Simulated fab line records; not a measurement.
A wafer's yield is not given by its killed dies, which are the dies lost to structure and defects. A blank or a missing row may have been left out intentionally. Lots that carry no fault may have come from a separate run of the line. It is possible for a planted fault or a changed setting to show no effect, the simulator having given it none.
Which tool did it?	flow n5_finfet	72 wafers from 24 lots sampled at 6 of the route's 1938 steps

## WHAT THE GAUGES SHOWED, per wafer
Not one reading of a measure or inspect step in the record can be checked against a usual standard deviation.

## WHICH TOOL RAN EACH LOT (tool, then ch and the chambers of the sampled wafers, then the start)
lot	N5_BEOL_M3_SPUTTER_48	N5_BEOL_M3_ANNEAL_91	N5_BEOL_M4_ETCH_64	N5_BEOL_M4_TRENCH_ETCH_37	N5_BEOL_M4_SPUTTER_79	N5_BEOL_M4_SPUTTER_96
L074	pvd_sputter-01, day 7 06:47	pvd_sputter-01, day 7 07:58	rie_diel-02 ch 1,2, day 7 11:15	rie_diel-06 ch 2,3, day 7 18:40 or earlier	pvd_sputter-01, day 7 18:40	pvd_sputter-01, day 7 20:12
L075	pvd_sputter-03, day 7 07:14	pvd_sputter-03, day 7 08:25	rie_diel-02 ch 0,1,3, day 7 11:29	rie_diel-06 ch 0,2, day 7 19:11 or earlier	pvd_sputter-03, day 7 19:11	pvd_sputter-03, day 7 20:44
L076	pvd_sputter-02, day 7 21:30	pvd_sputter-02, day 7 22:41	rie_diel-06 ch 2,3, day 8 02:20	rie_diel-06 ch 0,2,3, day 8 09:01 or earlier	pvd_sputter-01, day 8 09:01	pvd_sputter-01, day 8 10:33
L077	pvd_sputter-01, day 7 22:31	pvd_sputter-01, day 7 23:42	rie_diel-06 ch 2,3, day 8 03:17	rie_diel-05 ch 1,2, day 8 11:51 or earlier	pvd_sputter-01, day 8 11:51	pvd_sputter-01, day 8 13:23
L078	pvd_sputter-01, day 8 13:33	pvd_sputter-01, day 8 14:44	rie_diel-06 ch 0,2, day 8 17:52	rie_diel-05 ch 0,1,3, day 8 22:19 or earlier	pvd_sputter-03, day 8 22:19	pvd_sputter-03, day 8 23:51
L080	pvd_sputter-03, day 8 15:21	pvd_sputter-03, day 8 16:32	rie_diel-05 ch 0,2,3, day 8 20:39	rie_diel-02 ch 0,1,2, day 9 01:34 or earlier	pvd_sputter-01, day 9 01:34	pvd_sputter-01, day 9 03:06
L079	pvd_sputter-01, day 8 18:13	pvd_sputter-01, day 8 19:23	rie_diel-05 ch 1,2,3, day 9 00:14	rie_diel-02 ch 0,1,3, day 9 05:05 or earlier	pvd_sputter-01, day 9 05:05	pvd_sputter-01, day 9 06:37
L081	pvd_sputter-03, day 9 03:03	pvd_sputter-03, day 9 04:14	rie_diel-02 ch 2,3, day 9 07:35	rie_diel-06 ch 0,3, day 9 10:38 or earlier	pvd_sputter-02, day 9 10:38	pvd_sputter-02, day 9 12:10
L082	pvd_sputter-02, day 9 04:26	pvd_sputter-02, day 9 05:37	rie_diel-02 ch 0,2,3, day 9 09:58	rie_diel-02 ch 0,1,3, day 9 14:24 or earlier	pvd_sputter-03, day 9 14:24	pvd_sputter-03, day 9 15:56
L083	pvd_sputter-01, day 9 15:34	pvd_sputter-01, day 9 16:45	rie_diel-06 ch 0,1, day 9 19:27	rie_diel-05 ch 1,3, day 10 03:58 or earlier	pvd_sputter-01, day 10 03:58	pvd_sputter-01, day 10 05:31
L084	pvd_sputter-01, day 9 18:58	pvd_sputter-01, day 9 20:09	rie_diel-05 ch 1,2,3, day 10 08:13	rie_diel-05 ch 0,3, day 10 11:22 or earlier	pvd_sputter-02, day 10 11:22	pvd_sputter-02, day 10 12:54
L086	pvd_sputter-01, day 10 05:38	pvd_sputter-01, day 10 06:49	rie_diel-02 ch 2,3, day 10 10:07	rie_diel-02 ch 0,1,3, day 10 14:48 or earlier	pvd_sputter-02, day 10 14:48	pvd_sputter-02, day 10 16:20
L085	pvd_sputter-02, day 10 08:59	pvd_sputter-02, day 10 10:10	rie_diel-02 ch 0,1,3, day 10 14:31	rie_diel-06 ch 1,3, day 10 17:42 or earlier	pvd_sputter-01, day 10 17:42	pvd_sputter-01, day 10 19:14
L087	pvd_sputter-01, day 10 14:20	pvd_sputter-01, day 10 15:31	rie_diel-05 ch 1,2, day 10 20:34	rie_diel-06 ch 0,1,3, day 11 03:56 or earlier	pvd_sputter-02, day 11 03:56	pvd_sputter-02, day 11 05:29
L088	pvd_sputter-01, day 10 19:24	pvd_sputter-01, day 10 20:35	rie_diel-05 ch 0,3, day 11 00:19	rie_diel-02 ch 0,1,3, day 11 11:35 or earlier	pvd_sputter-03, day 11 11:35	pvd_sputter-03, day 11 13:08
L089	pvd_sputter-03, day 10 21:26	pvd_sputter-03, day 10 22:37	rie_diel-06 ch 2,3, day 11 02:59	rie_diel-05 ch 0,1, day 11 14:41 or earlier	pvd_sputter-03, day 11 14:41	pvd_sputter-03, day 11 16:14
L090	pvd_sputter-01, day 11 06:53	pvd_sputter-01, day 11 08:04	rie_diel-06 ch 2,3, day 11 11:16	rie_diel-06 ch 0,1,2, day 11 14:58 or earlier	pvd_sputter-02, day 11 14:58	pvd_sputter-02, day 11 16:30
L091	pvd_sputter-03, day 11 17:53	pvd_sputter-03, day 11 19:04	rie_diel-05 ch 0,2, day 11 23:51	rie_diel-02 ch 0,2, day 12 07:01 or earlier	pvd_sputter-02, day 12 07:01	pvd_sputter-02, day 12 08:33
L092	pvd_sputter-01, day 11 21:25	pvd_sputter-01, day 11 22:35	rie_diel-06 ch 0,1,2, day 12 01:07	rie_diel-02 ch 0,2,3, day 12 10:17 or earlier	pvd_sputter-03, day 12 10:17	pvd_sputter-03, day 12 11:49
L093	pvd_sputter-03, day 12 01:14	pvd_sputter-03, day 12 02:25	rie_diel-06 ch 0,1, day 12 06:25	rie_diel-02 ch 0,2,3, day 12 13:51 or earlier	pvd_sputter-02, day 12 13:51	pvd_sputter-02, day 12 15:23
L094	pvd_sputter-01, day 12 07:19	pvd_sputter-01, day 12 08:30	rie_diel-06 ch 0,1,3, day 12 12:46	rie_diel-05 ch 0,1,2, day 12 16:37 or earlier	pvd_sputter-01, day 12 16:37	pvd_sputter-01, day 12 18:09
L095	pvd_sputter-02, day 12 11:47	pvd_sputter-02, day 12 12:58	rie_diel-02 ch 0,2,3, day 12 16:06	rie_diel-02 ch 0,1,3, day 12 22:09 or earlier	pvd_sputter-01, day 12 22:09	pvd_sputter-01, day 12 23:41
L096	pvd_sputter-01, day 12 19:01	pvd_sputter-01, day 12 20:11	rie_diel-02 ch 0,1,3, day 13 00:56	rie_diel-02 ch 0,1,2, day 13 09:49 or earlier	pvd_sputter-01, day 13 09:49	pvd_sputter-01, day 13 11:22
L097	pvd_sputter-03, day 12 19:33	pvd_sputter-03, day 12 20:44	rie_diel-06 ch 0,1,2, day 13 01:00	rie_diel-02 ch 0,1, day 13 13:07 or earlier	pvd_sputter-02, day 13 13:07	pvd_sputter-02, day 13 14:39
- N5_BEOL_M3_SPUTTER_48: material Cu, target thk 4.5 nm, time 8.29 s.
- N5_BEOL_M3_ANNEAL_91: time 240 s.
- N5_BEOL_M4_ETCH_64: etches SOC in N2/H2, target depth 75 nm, overetch 22.5 nm, time 121.9 s.
- N5_BEOL_M4_TRENCH_ETCH_37: etches SiOC in C4F6/O2, target depth 55.555 nm, time 29.2 s.
- N5_BEOL_M4_SPUTTER_79: material Cu, target thk 4.5 nm, time 8.29 s.
- N5_BEOL_M4_SPUTTER_96: material Cu, target thk 4.5 nm, time 8.29 s.

## WHAT THE TOOLS THEMSELVES READ (means of the sampled wafers that have a number; where no wafer has one, the mark that the record gives instead)
N5_BEOL_M3_SPUTTER_48.
lot	tool	throttle_valve_pct (%)
L074	pvd_sputter-01	29.4
L075	pvd_sputter-03	30.0
L076	pvd_sputter-02	29.2
L077	pvd_sputter-01	30.5
L078	pvd_sputter-01	30.8
L080	pvd_sputter-03	30.0
L079	pvd_sputter-01	30.3
L081	pvd_sputter-03	30.1
L082	pvd_sputter-02	28.6
L083	pvd_sputter-01	30.0
L084	pvd_sputter-01	30.0
L086	pvd_sputter-01	30.6
L085	pvd_sputter-02	29.0
L087	pvd_sputter-01	29.8
L088	pvd_sputter-01	30.5
L089	pvd_sputter-03	30.6
L090	pvd_sputter-01	29.9
L091	pvd_sputter-03	30.7
L092	pvd_sputter-01	30.6
L093	pvd_sputter-03	30.0
L094	pvd_sputter-01	29.8
L095	pvd_sputter-02	29.5
L096	pvd_sputter-01	29.6
L097	pvd_sputter-03	30.7

N5_BEOL_M3_ANNEAL_91.
lot	tool	heater_power_w (W)	susceptor_temp_C_max
L074	pvd_sputter-01	803	400.8
L075	pvd_sputter-03	752	400.9
L076	pvd_sputter-02	777	401.0
L077	pvd_sputter-01	827	401.1
L078	pvd_sputter-01	819	401.8
L080	pvd_sputter-03	825	400.9
L079	pvd_sputter-01	788	401.2
L081	pvd_sputter-03	751	400.9
L082	pvd_sputter-02	760	400.7
L083	pvd_sputter-01	779	400.9
L084	pvd_sputter-01	786	401.5
L086	pvd_sputter-01	818	401.2
L085	pvd_sputter-02	752	400.8
L087	pvd_sputter-01	771	401.3
L088	pvd_sputter-01	782	401.4
L089	pvd_sputter-03	793	400.9
L090	pvd_sputter-01	798	400.8
L091	pvd_sputter-03	837	401.1
L092	pvd_sputter-01	825	401.3
L093	pvd_sputter-03	818	400.6
L094	pvd_sputter-01	806	400.9
L095	pvd_sputter-02	782	400.6
L096	pvd_sputter-01	760	401.3
L097	pvd_sputter-03	829	400.7

N5_BEOL_M4_ETCH_64.
lot	tool	drypump_motor_current_A (A)	oes_product_au (a.u.)	rf_vpp_V (V)	showerhead_plenum_p_Torr (Torr)	throttle_valve_pct (%)
L074	rie_diel-02	5.5	0.55	522.5	2.52	17.99
L075	rie_diel-02	6.3	0.59	525.9	2.60	17.93
L076	rie_diel-06	5.6	0.61	524.3	2.56	17.85
L077	rie_diel-06	5.6	0.61	524.8	2.56	17.86
L078	rie_diel-06	6.1	0.55	523.1	2.53	18.09
L080	rie_diel-05	5.3	0.59	525.6	2.61	17.71
L079	rie_diel-05	5.5	0.60	526.4	2.62	17.72
L081	rie_diel-02	5.4	0.55	523.6	2.53	18.16
L082	rie_diel-02	5.9	0.59	525.3	2.59	18.09
L083	rie_diel-06	5.9	0.52	525.8	2.58	17.98
L084	rie_diel-05	5.5	0.60	526.6	2.62	17.75
L086	rie_diel-02	5.6	0.56	523.4	2.54	18.17
L085	rie_diel-02	6.3	0.58	525.3	2.59	17.98
L087	rie_diel-05	5.3	0.57	525.2	2.61	17.78
L088	rie_diel-05	5.5	0.59	525.3	2.61	17.72
L089	rie_diel-06	5.6	0.59	524.0	2.55	17.89
L090	rie_diel-06	5.6	0.58	524.6	2.55	17.86
L091	rie_diel-05	5.1	0.55	525.0	2.60	17.77
L092	rie_diel-06	5.9	0.53	524.6	2.55	18.01
L093	rie_diel-06	6.2	0.52	523.8	2.54	18.16
L094	rie_diel-06	5.9	0.55	524.9	2.55	18.05
L095	rie_diel-02	5.8	0.57	524.4	2.58	18.15
L096	rie_diel-02	6.3	0.63	525.2	2.58	17.85
L097	rie_diel-06	5.9	0.53	523.6	2.55	18.00

N5_BEOL_M4_TRENCH_ETCH_37.
lot	tool	drypump_motor_current_A (A)	oes_product_au (a.u.)	rf_vpp_V (V)	showerhead_plenum_p_Torr (Torr)	throttle_valve_pct (%)
L074	rie_diel-06	5.6	0.80	656	2.88	20.89
L075	rie_diel-06	6.1	0.73	646	2.84	21.06
L076	rie_diel-06	5.9	0.77	655	2.86	21.04
L077	rie_diel-05	5.8	0.80	680	2.90	20.89
L078	rie_diel-05	5.7	0.81	669	2.92	20.97
L080	rie_diel-02	6.0	0.76	655	2.88	20.97
L079	rie_diel-02	6.2	0.77	650	2.89	20.89
L081	rie_diel-06	5.9	0.77	664	2.87	21.17
L082	rie_diel-02	6.2	0.77	650	2.88	20.90
L083	rie_diel-05	6.0	0.81	672	2.91	20.92
L084	rie_diel-05	5.5	0.78	668	2.90	21.03
L086	rie_diel-02	6.2	0.76	650	2.88	20.92
L085	rie_diel-06	5.7	0.77	670	2.90	21.07
L087	rie_diel-06	5.9	0.72	659	2.87	21.10
L088	rie_diel-02	6.2	0.74	649	2.88	20.92
L089	rie_diel-05	5.7	0.78	677	2.87	21.20
L090	rie_diel-06	5.9	0.70	649	2.86	21.00
L091	rie_diel-02	6.0	0.78	655	2.93	21.04
L092	rie_diel-02	5.8	0.75	647	2.88	21.18
L093	rie_diel-02	5.8	0.75	648	2.88	21.17
L094	rie_diel-05	5.5	0.75	678	2.88	20.99
L095	rie_diel-02	6.3	0.83	649	2.87	20.81
L096	rie_diel-02	6.0	0.82	655	2.87	20.88
L097	rie_diel-02	6.5	0.84	658	2.91	20.69

N5_BEOL_M4_SPUTTER_79.
lot	tool	throttle_valve_pct (%)
L074	pvd_sputter-01	30.7
L075	pvd_sputter-03	30.2
L076	pvd_sputter-01	30.9
L077	pvd_sputter-01	30.4
L078	pvd_sputter-03	30.1
L080	pvd_sputter-01	29.7
L079	pvd_sputter-01	30.2
L081	pvd_sputter-02	28.4
L082	pvd_sputter-03	30.7
L083	pvd_sputter-01	29.7
L084	pvd_sputter-02	29.6
L086	pvd_sputter-02	28.5
L085	pvd_sputter-01	30.4
L087	pvd_sputter-02	29.6
L088	pvd_sputter-03	30.6
L089	pvd_sputter-03	31.4
L090	pvd_sputter-02	28.1
L091	pvd_sputter-02	29.8
L092	pvd_sputter-03	30.8
L093	pvd_sputter-02	28.7
L094	pvd_sputter-01	29.7
L095	pvd_sputter-01	29.7
L096	pvd_sputter-01	29.8
L097	pvd_sputter-02	29.0

N5_BEOL_M4_SPUTTER_96.
lot	tool	throttle_valve_pct (%)
L074	pvd_sputter-01	30.5
L075	pvd_sputter-03	30.3
L076	pvd_sputter-01	30.9
L077	pvd_sputter-01	30.3
L078	pvd_sputter-03	30.1
L080	pvd_sputter-01	29.6
L079	pvd_sputter-01	30.3
L081	pvd_sputter-02	28.4
L082	pvd_sputter-03	30.5
L083	pvd_sputter-01	29.7
L084	pvd_sputter-02	29.5
L086	pvd_sputter-02	28.4
L085	pvd_sputter-01	30.7
L087	pvd_sputter-02	29.6
L088	pvd_sputter-03	30.6
L089	pvd_sputter-03	31.4
L090	pvd_sputter-02	28.1
L091	pvd_sputter-02	29.7
L092	pvd_sputter-03	30.7
L093	pvd_sputter-02	28.6
L094	pvd_sputter-01	29.8
L095	pvd_sputter-01	29.8
L096	pvd_sputter-01	30.0
L097	pvd_sputter-02	29.1

## THE ANSWER, worked out from the rows above alone
Rule: the usual values come from the lots themselves. Put in order of their means at a reading, lots are off if they are a third of the lots or fewer, leave a main group of 4 or more, and stand apart from it by a gap of 3 or more times the standard deviation of the main group's means; of several such gaps the widest counts. A main group whose means are all the same, to the digits that the tables above print for the reading, isn't used. Also off: a lot with no number at a reading for which 4 or more lots have one. Any other lot the step has rows for is counted as sound. The gauges are gone through in route order, then the tools' own readings, and for those a lot's mean is taken as printed above. At the first step where some lot is off, the reading lying furthest off is the one used; lots without a number count as furthest.
None of the lots is off at any reading shown; this tells nothing.

## WHAT WAS PUT IN BY THE SIMULATOR
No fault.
